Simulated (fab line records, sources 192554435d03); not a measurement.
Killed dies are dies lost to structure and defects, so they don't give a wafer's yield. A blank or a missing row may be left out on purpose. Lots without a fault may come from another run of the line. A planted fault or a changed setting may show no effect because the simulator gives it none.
fab line records | flow n5_finfet
record lots=12 wafers=34 last_day=17
route steps=1938 shown BEOL_M1@835 BEOL_M2@851 BEOL_M4@1111 PASSIVATION@1936
lots that met no fault: from a run of the same line without faults
start_h: hours from the record's first day to the start of the lot's first wafer shown | wait_h: hours since the lot's step before | " the same as in the row above | L1.1+2: a row that stands for several wafers | - no value, or no start given | * or withheld: withheld | < > ~ a bound
route shown NAME@n: a module of which the file shows steps, and the number in the route of the first | usual: mean/standard deviation of fault-free wafers | same: alike in all rows | chamber/n: place in a boat | sites: the reading at each site | _std_site: their standard deviation | _edge_site: outer sites' mean less inner sites' | radius_mm: how far each site lies from the wafer's centre | mask NAME#n: copy n | behind: the tool/chamber that last shaped the wafer | hold: why the lot was held/for how many hours/how that ended | device: the transistor (n, p or np) that didn't switch | end of line: the same wafers' tests at the end of the route | a step without rows: its recipe alone | killed: dies lost to structure and defects at the first sort, not the wafer's yield | map: a wafer's dies, x killed, . not, _ none there
set.NAME: the setting as run; set.NAME@STEP: as run at that earlier step | model.NAME: the simulator's own value behind a step, which no gauge read
steps of the route over a sample of lots; a table a step, a row a wafer
services: from which hour (start_h, from the record's first day; less than 0 if before it) a tool's chamber was out of use, for how many hours, and why
## steps
# step N5_BEOL_M1_PRE_CLEAN_60
# recipe gas=NH3/H2 time_s=15 temp_c=* rf_power_w=300
# usual heater_power_w=86/17
# columns lot.wafer tool chamber start_h wait_h heater_power_w
L448.2 cvd_co-02 0 141.28 0.0 98
L448.5 " 1 " " 81
L448.6 " 2 " " 75
L450.1 cvd_co-01 1 155.62 0.0 118
L450.4 " 0 " " 76
L450.5 " 2 " " 68
L451.1 cvd_co-02 0 156.71 0.0 97
L451.2 " 1 " " 83
L451.3 " 2 " " 74
L455.1 cvd_co-01 1 180.79 0.1 115
L455.4 " 2 " " 67
L455.5 " 1 " " 118
L457.1 cvd_co-01 1 192.05 0.0 117
L457.2 " 2 " " 67
L457.5 " 2 " " 66
L458.3 cvd_co-01 2 209.04 0.1 68
L458.4 " 1 " " 118
L458.5 " 2 " " 70
L460.1 cvd_co-02 0 212.95 0.2 101
L460.4 " 2 " " 75
L460.6 " 1 " " 82
L461.1 cvd_co-01 1 222.70 0.0 117
L461.4 " 1 " " 117
L461.5 " 0 " " 75
L462.4 cvd_co-02 2 224.81 0.1 75
L462.6 " 1 " " 81
L463.3 cvd_co-01 0 230.36 0.0 75
L463.6 " 2 " " 70
L465.2 cvd_co-02 1 242.63 0.0 84
L465.4 " 1 " " 83
L465.5 " 0 " " 99
L470.1 cvd_co-01 0 281.08 0.0 76
L470.2 " 2 " " 65
L470.3 " 1 " " 121
# step N5_BEOL_M1_RS_MEAS_58
# recipe thk_meas_gauge=four-point-probe reads=Co_of_BEOL_M1_CO_CAP_55+Cu_of_BEOL_M1_ECD_50+Co_of_BEOL_M1_CVD_47+TaN_of_BEOL_M1_ALD_84
# usual M1_RS=0.68/0.042
# columns lot.wafer tool chamber start_h wait_h M1_RS[ohm/sq]
L448.2 film_metro-02 - 141.50 0.1 0.68
L448.5 " - " " 0.67
L448.6 " - " " 0.78
L450.1 film_metro-02 - 155.84 0.0 0.74
L450.4 " - " " 0.69
L450.5 " - " " 0.69
L451.1 film_metro-02 - 156.94 0.0 0.70
L451.2 " - " " 0.74
L451.3 " - " " 0.69
L455.1 film_metro-01 - 181.03 0.0 0.68
L455.4 " - " " 0.66
L455.5 " - " " 0.68
L457.1 film_metro-01 - 192.27 0.0 0.72
L457.2 " - " " 0.73
L457.5 " - " " 0.69
L458.3 film_metro-01 - 209.30 0.1 0.67
L458.4 " - " " 0.66
L458.5 " - " " 0.66
L460.1 film_metro-01 - 213.18 0.0 0.76
L460.4 " - " " 0.64
L460.6 " - " " 0.64
L461.1 film_metro-01 - 222.96 0.1 0.73
L461.4 " - " " 0.64
L461.5 " - " " 0.66
L462.4 film_metro-02 - 225.03 0.0 0.70
L462.6 " - " " 0.69
L463.3 film_metro-02 - 230.61 0.1 0.68
L463.6 " - " " 0.63
L465.2 film_metro-01 - 242.86 0.1 0.72
L465.4 " - " " 0.67
L465.5 " - " " 0.69
L470.1 film_metro-01 - 281.30 0.0 0.67
L470.2 " - " " 0.72
L470.3 " - " " 0.71
# step N5_BEOL_M2_EXPOSE_08
# recipe mask_id=M2 na=0.33 source_shape=dipole sigma_inner=0.369 sigma_outer=0.767 polarization=unpolarized dose_mj=41.25
# usual exposure_dose_mJ_cm2=41.22/0.051
# same sigma_inner=0.369
# columns lot.wafer tool chamber start_h wait_h mask exposure_dose_mJ_cm2
L448.2 euv_scanner-02 0 143.05 - M2#0 41.24
L448.5 " 0 " " M2#0 41.23
L448.6 " 0 " " M2#0 41.23
L450.1 euv_scanner-02 0 156.79 - M2#0 41.19
L450.4 " 0 " " M2#0 41.16
L450.5 " 0 " " M2#0 41.19
L451.1 euv_scanner-02 0 159.61 - M2#0 41.25
L451.2 " 0 " " M2#0 41.22
L451.3 " 0 " " M2#0 41.24
L455.1 euv_scanner-02 0 183.51 - M2#0 41.15
L455.4 " 0 " " M2#0 41.21
L455.5 " 0 " " M2#0 41.14
L457.1 euv_scanner-02 0 193.16 - M2#0 42.99
L457.2 " 0 " " M2#0 43.04
L457.5 " 0 " " M2#0 43.07
L458.3 euv_scanner-02 0 209.82 - M2#0 42.69
L458.4 " 0 " " M2#0 42.76
L458.5 " 0 " " M2#0 42.70
L460.1 euv_scanner-02 0 215.12 - M2#0 42.38
L460.4 " 0 " " M2#0 42.36
L460.6 " 0 " " M2#0 42.34
L461.1 euv_scanner-02 0 225.26 - M2#0 42.13
L461.4 " 0 " " M2#0 42.11
L461.5 " 0 " " M2#0 42.17
L462.4 euv_scanner-01 0 225.70 - M2#0 41.28
L462.6 " 0 " " M2#0 41.25
L463.3 euv_scanner-01 0 231.93 - M2#0 41.31
L463.6 " 0 " " M2#0 41.29
L465.2 euv_scanner-01 0 244.21 - M2#0 41.23
L465.4 " 0 " " M2#0 41.32
L465.5 " 0 " " M2#0 41.26
L470.1 euv_scanner-01 0 285.73 - M2#0 41.34
L470.2 " 0 " " M2#0 41.27
L470.3 " 0 " " M2#0 41.29
# step N5_BEOL_M2_DESCUM_16
# recipe chemistry=O2 time_s=7 source_power_w=50 bias_power_w=20 pressure_mtorr=20 rf_frequency_hz=2.712e+07 temp_c=40 resist=CAR-EUV o2_flow_sccm=225
# usual drypump_motor_current_A=5.6/0.42 oes_product_au=0.80/0.098 rf_vpp_V=242.9/1.2 showerhead_plenum_p_Torr=2.08/0.052 throttle_valve_pct=20.28/0.29
# columns lot.wafer tool chamber start_h wait_h drypump_motor_current_A oes_product_au rf_hours_counter_h rf_vpp_V showerhead_plenum_p_Torr throttle_valve_pct
L448.2 rie_diel-01 1 143.52 0.3 5.7 0.86 47 243.0 2.11 19.81
L448.5 " 1 " " 5.7 0.86 - 243.7 2.11 19.80
L448.6 " 0 " " 5.8 0.73 - 241.9 1.99 20.35
L450.1 rie_diel-03 1 157.26 0.2 5.1 0.93 6 242.8 2.14 20.26
L450.4 " 2 " " 5.6 0.93 22 242.5 2.12 19.81
L450.5 " 0 " " 6.3 0.72 - 244.4 2.07 20.45
L451.1 rie_diel-01 2 159.87 0.0 5.9 0.99 2 243.0 2.06 20.12
L451.2 " 3 " " 5.3 0.70 180 244.3 2.18 20.47
L451.3 " 0 " " 5.7 0.73 205 240.9 1.98 20.35
L455.1 rie_diel-04 0 183.77 0.0 6.0 0.72 232 242.0 2.04 20.26
L455.4 " 3 " " 4.9 0.76 167 243.1 1.98 20.32
L455.5 " 0 " " 6.0 0.72 - 244.4 2.04 20.24
L457.1 rie_diel-03 1 193.61 0.2 5.1 0.88 17 243.9 2.13 20.27
L457.2 " 2 " " 5.6 0.90 35 244.2 2.12 19.81
L457.5 " 3 " " 5.4 0.67 - 241.2 2.07 20.85
L458.3 rie_diel-03 1 210.06 0.0 5.1 0.88 22 244.0 2.13 20.29
L458.4 " 0 " " 6.4 0.71 196 243.5 2.06 20.48
L458.5 " 2 " " 5.6 0.89 - 244.0 2.11 19.83
L460.1 rie_diel-03 0 215.38 0.0 6.4 0.71 197 242.0 2.06 20.48
L460.4 " 3 " " 5.4 0.66 244 242.7 2.07 20.86
L460.6 " 3 " " 5.4 0.66 - 241.4 2.06 20.86
L461.1 rie_diel-01 0 225.60 0.1 5.8 0.72 228 239.9 1.98 20.40
L461.4 " 2 " " 5.9 0.90 24 242.3 2.05 20.16
L461.5 " 2 " " 5.9 0.92 - 243.0 2.05 20.16
L462.4 rie_diel-01 2 225.93 0.0 5.9 0.90 24 240.7 2.05 20.14
L462.6 " 2 " " 5.9 0.90 - 243.7 2.05 20.15
L463.3 rie_diel-03 2 232.24 0.1 5.7 0.88 46 245.2 2.11 19.84
L463.6 " 1 " " 5.1 0.87 - 244.3 2.13 20.29
L465.2 rie_diel-04 0 244.46 0.0 6.1 0.70 256 241.8 2.03 20.30
L465.4 " 0 " " 6.1 0.70 - 242.2 2.03 20.30
L465.5 " 1 " " 5.4 0.86 - 241.7 2.04 20.39
L470.1 rie_diel-04 1 285.98 0.0 5.4 0.83 72 242.0 2.04 20.42
L470.2 " 3 " " 4.9 0.75 194 240.8 1.97 20.34
L470.3 " 0 " " 6.1 1.00 1 242.0 2.03 20.07
# step N5_BEOL_M4_RC_MEAS_101
# usual DIBL_N=36.2/2 DIBL_P=36.1/2.4 IOFF_N=0.16/0.035 IOFF_P=0.22/0.041 ION_N=675/14 ION_P=465/8.6 SS_N=71.5/0.64 SS_P=73.2/0.76 VT_N=250/3.9 VT_P=-249/3.4
# columns lot.wafer tool chamber start_h wait_h DIBL_N[mV/V] DIBL_P[mV/V] IOFF_N[nA/um] IOFF_P[nA/um] ION_N[uA/um] ION_P[uA/um] SS_N[mV/dec] SS_P[mV/dec] VT_N[mV] VT_P[mV]
L448.2 prober-01 0 191.76 0.2 34.7 37.9 0.14 0.24 670 471 70.7 73.3 253 -247
L448.5 " 0 " " 35.5 37.3 0.15 0.23 667 460 71.5 73.1 252 -249
L448.6 " 0 " " 35.6 38.7 0.15 0.26 663 470 71.1 74.4 251 -245
L450.1 prober-02 0 196.07 0.0 36.6 35.9 0.18 0.23 688 476 71.7 73.7 245 -248
L450.4 " 0 " " 35.0 33.7 0.14 0.18 659 447 71.1 72.8 251 -252
L450.5 " 0 " " 37.3 37.3 0.20 0.25 688 469 71.7 74.3 241 -246
L451.1 prober-02 0 199.14 0.0 32.9 33.1 0.10 0.15 650 449 71.1 71.9 256 -252
L451.2 " 0 " " 34.0 35.1 0.12 0.18 658 463 71.1 72.5 254 -250
L451.3 " 0 " " 33.6 35.0 0.10 0.17 643 454 70.4 73.3 257 -252
L455.1 prober-01 0 213.22 0.0 35.8 36.1 0.17 0.22 674 459 72.0 72.8 245 -247
L455.4 " 0 " " 39.0 40.3 0.22 0.29 679 463 72.3 73.5 248 -244
L455.5 " 0 " " 36.4 37.6 0.18 0.25 686 467 70.7 74.2 248 -245
L457.1 prober-02 0 226.98 0.0 36.6 35.6 0.15 0.20 679 463 71.3 73.9 250 -251
L457.2 " 0 " " 39.9 38.2 0.20 0.24 688 464 72.2 74.2 248 -248
L457.5 " 0 " " 39.2 39.2 0.21 0.23 693 468 72.0 74.3 246 -249
L458.3 prober-01 0 245.55 0.3 38.2 39.7 0.21 0.33 696 486 71.9 73.6 245 -240
L458.4 " 0 " " 35.1 34.7 0.14 0.23 664 467 71.1 73.7 249 -247
L458.5 " 0 " " 32.3 31.9 0.10 0.18 664 468 70.6 70.9 255 -249
L460.1 prober-01 0 255.86 0.0 37.1 38.2 0.16 0.24 678 467 71.9 73.2 249 -248
L460.4 " 0 " " 35.0 35.3 0.13 0.19 661 461 71.2 72.9 254 -249
L460.6 " 0 " " 36.6 38.1 0.16 0.23 679 472 71.1 73.7 251 -248
L461.1 prober-01 0 262.25 0.0 38.9 38.2 0.21 0.26 693 479 72.0 73.1 242 -246
L461.4 " 0 " " 39.1 38.8 0.21 0.28 697 473 71.6 74.4 247 -244
L461.5 " 0 " " 36.9 34.9 0.16 0.22 672 459 71.2 74.1 247 -249
L463.3 prober-01 0 264.55 0.3 36.6 37.2 0.16 0.23 677 472 71.4 72.4 249 -246
L463.6 " 0 " " 33.0 31.7 0.10 0.16 653 453 71.0 71.6 255 -251
L462.4 prober-02 0 264.66 0.5 37.6 37.2 0.17 0.23 680 462 72.6 73.5 250 -247
L462.6 " 0 " " 33.6 33.2 0.12 0.18 682 476 70.6 71.9 253 -250
L465.2 prober-01 0 272.26 0.2 37.2 38.9 0.16 0.20 670 458 71.8 73.8 249 -255
L465.4 " 0 " " 36.1 38.3 0.16 0.20 680 470 71.5 73.7 249 -251
L465.5 " 0 " " 37.1 38.6 0.17 0.21 685 465 72.0 73.9 251 -250
L470.1 prober-01 0 314.81 0.0 36.4 36.3 0.15 0.18 654 446 71.6 73.3 257 -255
L470.2 " 0 " " 36.0 36.5 0.14 0.18 671 454 71.5 73.3 254 -254
L470.3 " 0 " " 33.9 33.8 0.12 0.16 669 458 70.8 71.7 254 -256
# step N5_PASSIVATION_PROBE_49
# usual defect_limited_yield=91.1/1.4 killed_at_M0_to_M3=36/9.9 killed_at_M4_up=13/5.8 killed_at_contacts=14/5.9 killed_at_front_end=39/11 killed_at_other=3.4/2.9 killed_dies=105/17 killed_open=70/13 killed_short=34/7.3 sort_bin_5_function=5.3/1 sort_bin_6_memory=3.3/0.62 sort_bin_8_speed=0.01/0.057 sort_n_pass=1075/17
# same gross_dies=1180 killed_at_back_side=0 sort_bin_4_leakage[%]=0
# columns lot.wafer tool chamber start_h wait_h defect_limited_yield[%] killed_at_M0_to_M3 killed_at_M4_up killed_at_contacts killed_at_front_end killed_at_other killed_dies killed_open killed_short sort_bin_5_function[%] sort_bin_6_memory[%] sort_bin_8_speed[%] sort_n_pass
L460.1 prober-02 - 353.23 0.1 87.5 64 11 29 41 3 148 64 53 8.4 3.6 0 1032
L460.4 prober-02 - 353.38 0.2 88.6 51 7 34 42 1 135 61 42 7.4 3.6 0 1045
L460.6 prober-02 - 353.48 0.3 88.7 69 11 15 38 0 133 67 37 6.9 4.1 0 1047
L462.4 prober-01 - 363.33 0.2 90.6 45 6 10 49 1 111 60 48 5.6 3.5 0 1069
L462.6 prober-01 - 363.43 0.3 92.6 39 9 13 26 0 87 60 26 4.0 3.1 0 1093
L461.1 prober-02 - 384.58 0.0 90.7 45 11 11 40 3 110 70 25 6.0 3.3 0 1070
L461.4 prober-02 - 384.73 0.2 90.5 47 12 18 31 4 112 70 30 5.1 3.9 0 1068
L461.5 prober-02 - 384.78 0.2 90.4 52 11 14 31 5 113 73 30 5.1 4.2 0 1067
# killed by level:class
L460.1 BEOL_M2:area_expose=30 MOL_CONTACT_COAG:geometric_particle:open=20 FIN_SAQP:geometric_particle:short=18 MOL_CONTACT_COAG:geometric_particle:short=9 BEOL_M0_SAQP:geometric_particle:short=7 STI_FIN_REVEAL:geometric_particle:open=7 BEOL_M2:geometric_particle:open=7 BEOL_M1:geometric_particle:open=6
L460.4 BEOL_M2:area_expose=32 MOL_CONTACT_COAG:geometric_particle:open=25 FIN_SAQP:geometric_particle:short=16 FIN_SAQP:geometric_particle:open=12 MOL_CONTACT_COAG:geometric_particle:short=9 BEOL_M0_SAQP:geometric_particle:open=5 BEOL_M0_SAQP:geometric_particle:short=4 GATE_CUT:geometric_particle:short=3
L460.6 BEOL_M2:area_expose=28 MOL_CONTACT_COAG:geometric_particle:open=13 BEOL_M2:geometric_particle:open=12 BEOL_M3:geometric_particle:open=10 BEOL_M0_SAQP:geometric_particle:short=8 FIN_SAQP:geometric_particle:open=7 FIN_SAQP:geometric_particle:short=7 DUMMY_GATE:geometric_particle:open=5
L462.4 BEOL_M0_SAQP:geometric_particle:short=13 FIN_SAQP:geometric_particle:short=11 STI_FIN_REVEAL:geometric_particle:open=10 BEOL_M0_SAQP:geometric_particle:open=8 BEOL_M2:geometric_particle:open=8 FIN_SAQP:geometric_particle:open=7 MOL_CONTACT_COAG:geometric_particle:open=7 STI_FIN_REVEAL:geometric_particle:short=6
L462.6 BEOL_M1:geometric_particle:open=13 BEOL_M0_SAQP:geometric_particle:open=9 MOL_CONTACT_COAG:geometric_particle:open=9 GATE_CUT:geometric_particle:short=7 BEOL_M2:geometric_particle:open=6 DUMMY_GATE:geometric_particle:open=5 FIN_SAQP:geometric_particle:short=4 STI_FIN_REVEAL:geometric_particle:open=4
L461.1 BEOL_M2:area_expose=15 MOL_CONTACT_COAG:geometric_particle:open=10 FIN_SAQP:geometric_particle:open=9 DUMMY_GATE:geometric_particle:open=9 BEOL_M2:geometric_particle:open=9 BEOL_M0_SAQP:geometric_particle:short=7 STI_FIN_REVEAL:geometric_particle:open=7 BEOL_M0_SAQP:geometric_particle:open=7
L461.4 MOL_CONTACT_COAG:geometric_particle:open=16 DUMMY_GATE:geometric_particle:open=13 BEOL_M2:area_expose=12 BEOL_M0_SAQP:geometric_particle:short=8 BEOL_M3:geometric_particle:open=7 BEOL_M0_SAQP:geometric_particle:open=6 STI_FIN_REVEAL:geometric_particle:open=5 BEOL_M2:geometric_particle:open=5
L461.5 MOL_CONTACT_COAG:geometric_particle:open=13 BEOL_M2:geometric_particle:open=13 BEOL_M0_SAQP:geometric_particle:open=9 BEOL_M3:geometric_particle:open=8 BEOL_M0_SAQP:geometric_particle:short=8 BEOL_M2:area_expose=8 FIN_SAQP:geometric_particle:open=7 STARTING-WAFER:geometric_particle:open=5
## services
# columns tool chamber start_h hours kind
rie_diel-03 1 119.26 - clean
rie_diel-03 1 119.26 - consumable_replace:focus_ring
rie_diel-03 1 119.26 19.8 scheduled_down
rie_diel-03 1 119.26 19.8 vent_cycle
euv_scanner-02 - 120.04 1.0 pm
euv_scanner-01 - 120.50 1.8 repair
rie_diel-01 0 134.94 7.9 repair
euv_scanner-01 - 137.84 4.6 pm
euv_scanner-02 - 176.19 1.0 pm
euv_scanner-02 - 177.20 5.8 pm
rie_diel-03 1 188.21 2.4 repair
cvd_co-02 - 189.79 0.3 repair
rie_diel-01 1 202.82 3.8 repair
cvd_co-02 - 214.59 2.8 pm
euv_scanner-02 0 216.51 - calibration
rie_diel-04 3 218.89 32.8 repair
euv_scanner-02 - 228.99 4.6 pm
euv_scanner-01 - 233.52 0.6 repair
euv_scanner-02 - 234.16 1.0 pm
rie_diel-03 3 234.65 - clean
rie_diel-03 3 234.65 - consumable_replace:focus_ring
rie_diel-03 3 234.65 20.9 scheduled_down
rie_diel-01 - 236.60 0.2 repair
cvd_co-01 - 265.04 2.8 pm
## key
first_sign step=N5_BEOL_M2_EXPOSE_08 reading=exposure_dose_mJ_cm2 direction=up sigmas=26 usual=41.22 struck=42.56
effect step=N5_PASSIVATION_PROBE_49 reading=killed_at_M0_to_M3 direction=up sigmas=1.9 usual=36 struck=55 wafers_moved=3
met_at N5_BEOL_M2_EXPOSE_08
struck_lots L457,L458,L460,L461
rows_end L457.1,L457.2,L457.5,L458.3,L458.4,L458.5
loop_trim step=N5_BEOL_M2_EXPOSE_08 setting=dose lots=L458,L460,L461
not_acting_at N5_BEOL_M1_PRE_CLEAN_60,N5_BEOL_M1_RS_MEAS_58,N5_BEOL_M2_DESCUM_16
onset_between 183.51 193.16
fault kind=process_parameter_drift tool=euv_scanner-02 chamber=- onset_h=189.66 steps=N5_BEOL_M2_EXPOSE_08 channel=dose_mj offset=1.8743 shape=step acts_in=these_recipes_only stated=41.25
# rows_end: these wafers met a further fault down the route, and their rows from its step on are left out
# loop_trim: a control loop set the setting to another value than it would have without faults
